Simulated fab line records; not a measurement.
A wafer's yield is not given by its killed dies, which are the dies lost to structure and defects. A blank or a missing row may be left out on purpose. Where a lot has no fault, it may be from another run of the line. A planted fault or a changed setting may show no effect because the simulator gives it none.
Problem report, 8D (eight disciplines) form, completed by code || flow n5_finfet || the parts of the form that need people (team, actions taken, sign-off) are left out

1. WHAT WENT WRONG
At N5_BEOL_M9_SPUTTER_48, cathode_dc_power_W averages 23738 W over 2 wafers from 2 lots, while fault-free wafers read 26000 W, standard deviation 4.8. That is -99 or more standard deviations from the usual mean.
The step: material Cu, target thk 12 nm, time 2 s.
Seen first at day 15 00:46 on pvd_sputter-01, wafer L357.4. At this step, 37 wafers from 13 lots have a number in the record. By rule, "out" or "out of limits" means more than 4 standard deviations away from the usual mean. Any other wafer with a number is counted as sound.

2. WHAT IT IS; WHAT IT IS NOT
{"question": "which readings at this step", "is": "cathode_dc_power_W", "is not": "throttle_valve_pct"}
{"question": "which lots", "is": "L354, L357", "is not": "L345, L346, L347, L350, L352, L353, L359, L361, L362, L366, L367"}
{"question": "which wafers of those lots", "is": "L354.5, L357.4", "is not": "L354.3, L354.4"}
{"question": "read on which tools", "is": "pvd_sputter-01", "is not": "pvd_sputter-02, pvd_sputter-03"}
{"question": "when", "is": "from day 15 00:46", "is not": "up to then (18 sound wafers); but 17 sound wafers of L354, L359, L361, L362, L366, L367 came after"}

3. THE SUSPECTS, EACH WITH WHAT RULES IT OUT
Counting: a tool at a process step up to the reading stays a suspect if it ran every lot that is out. Sound lots after the first of them don't rule it out here, since some wafers of a struck lot are sound.
- pvd_sputter-02 at N5_BEOL_M9_SURFACE_TREAT_79: kept. It ran every lot that is out, first L357 (day 15 00:11).
- pvd_sputter-01 at N5_BEOL_M9_SPUTTER_48 (material Cu, target thk 12 nm, time 2 s): kept. Every lot that is out went through it, the first being L357 (day 15 00:46); the last sound lot it ran before that was L353 (day 13 09:04). Its own readings are out on those wafers: cathode_dc_power_W.
Left after counting: pvd_sputter-02 at N5_BEOL_M9_SURFACE_TREAT_79, pvd_sputter-01 at N5_BEOL_M9_SPUTTER_48.

4. THE CAUSE (what the simulator had put in)
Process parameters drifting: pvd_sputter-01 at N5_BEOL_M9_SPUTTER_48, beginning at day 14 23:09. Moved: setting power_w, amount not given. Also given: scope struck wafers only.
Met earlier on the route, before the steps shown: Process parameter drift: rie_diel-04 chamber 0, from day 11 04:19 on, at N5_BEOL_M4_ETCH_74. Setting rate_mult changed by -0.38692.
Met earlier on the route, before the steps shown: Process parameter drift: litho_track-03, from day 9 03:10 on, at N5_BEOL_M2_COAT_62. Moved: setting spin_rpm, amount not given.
After counting, 2 suspects remain, this tool included.

5. THE EFFECT CHAIN, in route order
One row per reading whose mean, taken over the struck wafers that have a number, lies over 3 standard deviations from the usual. Scope: only readings with a usual standard deviation given in the record; hours: median across lots of the time from each lot's start at the first step in this table that gives one to its start at this step; sigmas: change in usual standard deviations.
{"hours": 0, "step": "N5_BEOL_M9_SPUTTER_48", "reading": "cathode_dc_power_W", "usual": "26000 W", "on struck wafers": 23738, "change": -2262, "sigmas": "-99 or more"}
The process steps in it:
- N5_BEOL_M9_SPUTTER_48: material Cu, target thk 12 nm, time 2 s.

6. WHAT WOULD HAVE CAUGHT IT SOONER
In this record no reading fell out of limits until day 15 00:46, 2 hours after the fault had begun at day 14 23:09.
